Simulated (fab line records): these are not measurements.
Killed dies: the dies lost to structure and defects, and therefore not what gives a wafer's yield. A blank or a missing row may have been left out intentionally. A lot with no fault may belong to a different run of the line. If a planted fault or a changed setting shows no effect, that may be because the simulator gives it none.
Chamber matching | flow n5_finfet | N5_MOL_CONTACT_COAG_ETCH_89 on rie_diel-05 has 4 sister chambers
The step etches underlayer in N2/H2, target depth 13 nm, time 10.4 s. 16 wafers are shown with their chamber, then 8 later ones without.

EACH WAFER AND ITS CHAMBER
wafer  | chamber | throttle_valve_pct (%) | showerhead_plenum_p_Torr (Torr) | drypump_motor_current_A (A)
L075.3 | 0       | 17.8                   | 2.57                            | 6.4
L075.4 | 3       | 17.7                   | 2.49                            | 5.5
L075.5 | 2       | 18.3                   | 2.54                            | 6.2
L078.2 | 0       | 17.8                   | 2.57                            | 6.5
L078.4 | 2       | 18.3                   | 2.54                            | 6.3
L078.6 | 1       | 17.4                   | 2.56                            | 6.7
L079.1 | 0       | 17.8                   | 2.57                            | 6.4
L079.2 | 1       | 17.4                   | 2.56                            | 6.7
L079.4 | 2       | 18.3                   | 2.54                            | 6.3
L081.2 | 0       | 17.8                   | 2.57                            | 6.4
L081.4 | 1       | 17.4                   | 2.56                            | 6.7
L081.6 | 1       | 17.4                   | 2.56                            | 6.7
L084.3 | 2       | 18.3                   | 2.54                            | 6.2
L084.5 | 0       | 17.8                   | 2.57                            | 6.4
L084.6 | 3       | 17.7                   | 2.49                            | 5.4
L088.2 | 2       | 18.4                   | 2.53                            | 6.2

SIGNATURES (means of the wafers above)
reading                  | chamber 0 | chamber 1 | chamber 2 | chamber 3 | scatter within a chamber
throttle_valve_pct       | 17.800    | 17.400    | 18.320    | 17.700    | 0.0258
showerhead_plenum_p_Torr | 2.5700    | 2.5600    | 2.5380    | 2.4900    | 0.00258
drypump_motor_current_A  | 6.420     | 6.700     | 6.240     | 5.450     | 0.0456
Rule: a wafer lies at a distance from a chamber equal to the root of the sum of squares, over the readings, of (its reading less the chamber's mean, divided by the reading's scatter). The wafer belongs to the nearest chamber; if the next one is less than 2 further off, it can't be placed. The scatter: the root of (the sum of the squares of (reading less its chamber's mean) over the shown wafers, divided by (wafers less chambers)).

WAFERS MISSING THEIR CHAMBER
wafer  | throttle_valve_pct (%) | showerhead_plenum_p_Torr (Torr) | drypump_motor_current_A (A)
L088.5 | 17.7                   | 2.48                            | 5.4
L088.6 | 17.8                   | 2.56                            | 6.5
L090.1 | 17.8                   | 2.56                            | 6.4
L090.3 | 17.8                   | 2.48                            | 5.5
L090.5 | 18.3                   | 2.53                            | 6.3
L092.3 | 18.4                   | 2.53                            | 6.3
L092.5 | 17.5                   | 2.55                            | 6.7
L092.6 | 17.8                   | 2.56                            | 6.4

WHICH CHAMBER EACH ONE RAN IN
wafer  | from the rows above | in truth
L088.5 | 3                   | 3
L088.6 | 0                   | 0
L090.1 | 0                   | 0
L090.3 | 3                   | 3
L090.5 | 2                   | 2
L092.3 | 2                   | 2
L092.5 | 1                   | 1
L092.6 | 0                   | 0
Placed correctly: 8 of 8. Number that these rows cannot place: 0. 0 placed wrongly.
